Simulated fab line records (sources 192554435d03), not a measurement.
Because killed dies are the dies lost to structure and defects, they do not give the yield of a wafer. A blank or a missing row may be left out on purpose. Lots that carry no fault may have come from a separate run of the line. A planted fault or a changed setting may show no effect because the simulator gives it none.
Chamber matching || flow n5 finfet || N5_DUMMY_GATE_STRIP_40 on rie diel-01 has 4 sister chambers
The step strips in CF4. 14 wafers are shown with their chamber, then 7 later ones without.

== WAFERS WITH THEIR CHAMBER ==
{"wafer": "L074.2", "chamber": 3, "drypump motor current A (A)": 5.5, "showerhead plenum p Torr (Torr)": 1.84, "throttle valve pct (%)": 13.37}
{"wafer": "L074.3", "chamber": 0, "drypump motor current A (A)": 5.8, "showerhead plenum p Torr (Torr)": 1.91, "throttle valve pct (%)": 13.50}
{"wafer": "L074.4", "chamber": 1, "drypump motor current A (A)": 5.7, "showerhead plenum p Torr (Torr)": 1.82, "throttle valve pct (%)": 13.44}
{"wafer": "L076.3", "chamber": 1, "drypump motor current A (A)": 5.6, "showerhead plenum p Torr (Torr)": 1.82, "throttle valve pct (%)": 13.44}
{"wafer": "L076.5", "chamber": 1, "drypump motor current A (A)": 5.7, "showerhead plenum p Torr (Torr)": 1.82, "throttle valve pct (%)": 13.46}
{"wafer": "L076.6", "chamber": 0, "drypump motor current A (A)": 5.8, "showerhead plenum p Torr (Torr)": 1.91, "throttle valve pct (%)": 13.52}
{"wafer": "L081.3", "chamber": 0, "drypump motor current A (A)": 5.8, "showerhead plenum p Torr (Torr)": 1.90, "throttle valve pct (%)": 13.50}
{"wafer": "L081.5", "chamber": 0, "drypump motor current A (A)": 5.8, "showerhead plenum p Torr (Torr)": 1.90, "throttle valve pct (%)": 13.54}
{"wafer": "L081.6", "chamber": 1, "drypump motor current A (A)": 5.7, "showerhead plenum p Torr (Torr)": 1.81, "throttle valve pct (%)": 13.49}
{"wafer": "L084.1", "chamber": 2, "drypump motor current A (A)": 4.8, "showerhead plenum p Torr (Torr)": 1.75, "throttle valve pct (%)": 13.25}
{"wafer": "L084.2", "chamber": 3, "drypump motor current A (A)": 5.5, "showerhead plenum p Torr (Torr)": 1.84, "throttle valve pct (%)": 13.42}
{"wafer": "L084.6", "chamber": 2, "drypump motor current A (A)": 4.8, "showerhead plenum p Torr (Torr)": 1.75, "throttle valve pct (%)": 13.26}
{"wafer": "L086.1", "chamber": 0, "drypump motor current A (A)": 5.8, "showerhead plenum p Torr (Torr)": 1.90, "throttle valve pct (%)": 13.53}
{"wafer": "L086.5", "chamber": 1, "drypump motor current A (A)": 5.7, "showerhead plenum p Torr (Torr)": 1.81, "throttle valve pct (%)": 13.49}

SIGNATURES (averages over the wafers above)
{"reading": "drypump motor current A", "chamber 0": 5.800, "chamber 1": 5.680, "chamber 2": 4.800, "chamber 3": 5.500, "scatter within a chamber": 0.0283}
{"reading": "showerhead plenum p Torr", "chamber 0": 1.9040, "chamber 1": 1.8160, "chamber 2": 1.7500, "chamber 3": 1.8400, "scatter within a chamber": 0.0049}
{"reading": "throttle valve pct", "chamber 0": 13.5180, "chamber 1": 13.4640, "chamber 2": 13.2550, "chamber 3": 13.3950, "scatter within a chamber": 0.0226}
Rule: for a wafer and a chamber, the distance is found by dividing, reading by reading, the gap between the wafer's reading and the chamber's mean by the reading's scatter, squaring, summing and taking the root. If the next closest chamber is less than 2 further off than the closest, the wafer can't be placed; otherwise it belongs to the closest. How the scatter is found: for the shown wafers, subtract from each reading the mean of its chamber, square and add these, divide the total by (wafers less chambers), then take the root.

== WAFERS WITHOUT THEIR CHAMBER ==
{"wafer": "L086.6", "drypump motor current A (A)": 4.9, "showerhead plenum p Torr (Torr)": 1.75, "throttle valve pct (%)": 13.27}
{"wafer": "L087.1", "drypump motor current A (A)": 5.5, "showerhead plenum p Torr (Torr)": 1.84, "throttle valve pct (%)": 13.41}
{"wafer": "L087.2", "drypump motor current A (A)": 5.8, "showerhead plenum p Torr (Torr)": 1.90, "throttle valve pct (%)": 13.54}
{"wafer": "L087.3", "drypump motor current A (A)": 5.7, "showerhead plenum p Torr (Torr)": 1.81, "throttle valve pct (%)": 13.50}
{"wafer": "L092.2", "drypump motor current A (A)": 5.7, "showerhead plenum p Torr (Torr)": 1.81, "throttle valve pct (%)": 13.52}
{"wafer": "L092.4", "drypump motor current A (A)": 5.8, "showerhead plenum p Torr (Torr)": 1.90, "throttle valve pct (%)": 13.58}
{"wafer": "L092.5", "drypump motor current A (A)": 5.5, "showerhead plenum p Torr (Torr)": 1.84, "throttle valve pct (%)": 13.41}

== WHICH CHAMBER EACH ONE RAN IN ==
{"wafer": "L086.6", "from the rows above": 2, "in truth": 2}
{"wafer": "L087.1", "from the rows above": 3, "in truth": 3}
{"wafer": "L087.2", "from the rows above": 0, "in truth": 0}
{"wafer": "L087.3", "from the rows above": 1, "in truth": 1}
{"wafer": "L092.2", "from the rows above": 1, "in truth": 1}
{"wafer": "L092.4", "from the rows above": 0, "in truth": 0}
{"wafer": "L092.5", "from the rows above": 3, "in truth": 3}
Correctly placed: 7 of 7. Not placeable from these rows: 0. Number placed wrongly: 0.
